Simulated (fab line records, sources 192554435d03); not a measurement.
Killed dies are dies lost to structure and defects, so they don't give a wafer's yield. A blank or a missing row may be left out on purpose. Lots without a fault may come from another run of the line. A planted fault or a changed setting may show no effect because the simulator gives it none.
Split-lot experiment | flow n5_finfet | 7 lots, 21 wafers read, on a route of 1938 steps

THE SPLIT
At N5_SD_EPI_N_EPI_21 (deposits Si:P, time 690 s), the setting epi_growth_time_s was moved away from the recipe's 690 s on 3 of the 21 wafers read, by -6.0% to -5.2%. The other wafers ran this setting at the recipe's value.

FROM THE SPLIT TO THE READING: what the file shows between them, 9 steps
- N5_SD_EPI_P_COAT_34: time 60 s, resist thk 350 nm (also split here: temp_c)
- N5_SD_EPI_P_COAT_35: time 60 s, resist thk 35 nm
- N5_SD_EPI_P_COAT_03: resist thk 150 nm
- N5_SD_EPI_P_EPI_21: deposits SiGe:B, time 355 s
- N5_SD_EPI_P_HM_STRIP_48: strips SiNx in H3PO4, material SiNx, target depth 3 nm
- N5_SD_EPI_P_SRD_49: time 30 s
- N5_SD_EPI_P_PRECLEAN_24: cleans in O3/DIW, time 45 s
- N5_SD_ACTIVATION_RTA_00: time 0 s
- N5_SD_ACTIVATION_LSA_01: time 0.0008 s

THE READING
RS_SD_N, in ohm/sq, at N5_SD_ACTIVATION_RS_MEAS_03 (measures by four-point-probe). Fault-free wafers of this fab line usually give 22.0 ohm/sq, standard deviation 0.33 ohm/sq.

wafer  | tool, chamber at the split | epi_growth_time_s as run, s | against the recipe | RS_SD_N, ohm/sq | against lot-mates on the recipe
L076.2 | epi_rpcvd-02, 0            | 690                         | recipe             | 22.1            | -
L076.3 | epi_rpcvd-02, 0            | 690                         | recipe             | 22.2            | -
L076.6 | epi_rpcvd-02, 0            | 690                         | recipe             | 22.0            | -
L084.1 | epi_rpcvd-03, 0            | 690                         | recipe             | 21.8            | -
L084.5 | epi_rpcvd-03, 0            | 690                         | recipe             | 21.9            | -
L084.6 | epi_rpcvd-03, 0            | 690                         | recipe             | 21.9            | -
L088.1 | epi_rpcvd-01, 0            | 690                         | recipe             | 22.6            | -
L088.4 | epi_rpcvd-01, 0            | 690                         | recipe             | 22.5            | -
L088.5 | epi_rpcvd-01, 0            | 690                         | recipe             | 22.6            | -
L089.2 | epi_rpcvd-01, 0            | 690                         | recipe             | 21.8            | -
L089.5 | epi_rpcvd-01, 0            | 690                         | recipe             | 22.2            | -
L089.6 | epi_rpcvd-01, 0            | 690                         | recipe             | 21.8            | -
L090.3 | epi_rpcvd-03, 0            | 690                         | recipe             | 22.6            | -
L090.5 | epi_rpcvd-03, 0            | 654.2                       | -5.2%              | 23.6            | +1.1
L090.6 | epi_rpcvd-03, 0            | 690                         | recipe             | 22.5            | -
L093.2 | epi_rpcvd-01, 0            | 690                         | recipe             | 21.9            | -
L093.4 | epi_rpcvd-01, 0            | 690                         | recipe             | 22.2            | -
L093.5 | epi_rpcvd-01, 0            | 690                         | recipe             | 22.2            | -
L094.2 | epi_rpcvd-01, 0            | 648.9                       | -6.0%              | 23.1            | +0.7
L094.4 | epi_rpcvd-01, 0            | 690                         | recipe             | 22.4            | -
L094.6 | epi_rpcvd-01, 0            | 648.9                       | -6.0%              | 23.3            | +0.9

THE FIT
A straight line over all 21 wafers: RS_SD_N changes by -0.199 ohm/sq for each +1% of epi_growth_time_s; r = -0.81; the points scatter about the line by 0.3 ohm/sq.
The same after taking each lot's own level away (the mean of its wafers on the recipe; 21 wafers): -0.153 ohm/sq for each +1%; r = -0.93; scatter 0.13 ohm/sq.
On that fit, the largest move of epi_growth_time_s shifts the reading by 0.91 ohm/sq.
The lots' own levels span 21.87 to 22.57 ohm/sq, that is 2.1 times the standard deviation above.
So the lot-to-lot level changes the slope: the two fits differ.
Check: with one of the wafers moved furthest among these (-6.0%) left out of the fit, the line predicts +1.03 ohm/sq for it against its lot-mates. It came out at +0.7 ohm/sq against them.

OTHER SPLITS ON THESE WAFERS
These wafers also went through other splits before the reading. Each is held against what the fit with the lots' levels taken away leaves over:
other split on the same wafers        | wafers away from the commonest value | r with RS_SD_N (lot level and that fit taken away)
N5_WELL_APT_EXPOSE_22 dose_mj         | 6                                    | -0.31
N5_FIN_SAQP_PECVD_06 time_s           | 7                                    | +0.03
N5_FIN_SAQP_DEVELOP_15 develop_time_s | 6                                    | +0.04
N5_FIN_CUT_EXPOSE_05 dose_mj          | 3                                    | +0.24
N5_DUMMY_GATE_CVD_03 temp_c           | 12                                   | -0.18
N5_DUMMY_GATE_COAT_35 spin_rpm        | 7                                    | +0.15
N5_SD_EPI_P_COAT_34 temp_c            | 8                                    | +0.22

THE WHOLE CHAIN: every reading that the file lists as answering this split, in the file's order
step                        | what it does                                           | reading                                                                         | change (the file's fit)               | r (the file's)
N5_SD_EPI_N_EPI_21          | deposits Si:P, time 690 s                              | Si-P_of_SD_EPI_N_EPI_21.thk_nm (the simulator's own value, which no gauge read) | +0.435 nm for each +1% of the setting | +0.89
N5_SD_EPI_P_HM_STRIP_48     | strips SiNx in H3PO4, material SiNx, target depth 3 nm | Si-P_of_SD_EPI_N_EPI_21.thk_nm (the simulator's own value, which no gauge read) | +0.436 nm for each +1% of the setting | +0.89
N5_SD_ACTIVATION_RS_MEAS_03 | measures by four-point-probe                           | RS_SD_N                                                                         | -0.166 for each +1% of the setting    | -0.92

THE FILE'S OWN FIT
RS_SD_N changes by -0.166 ohm/sq for each +1% of epi_growth_time_s, r = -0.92.
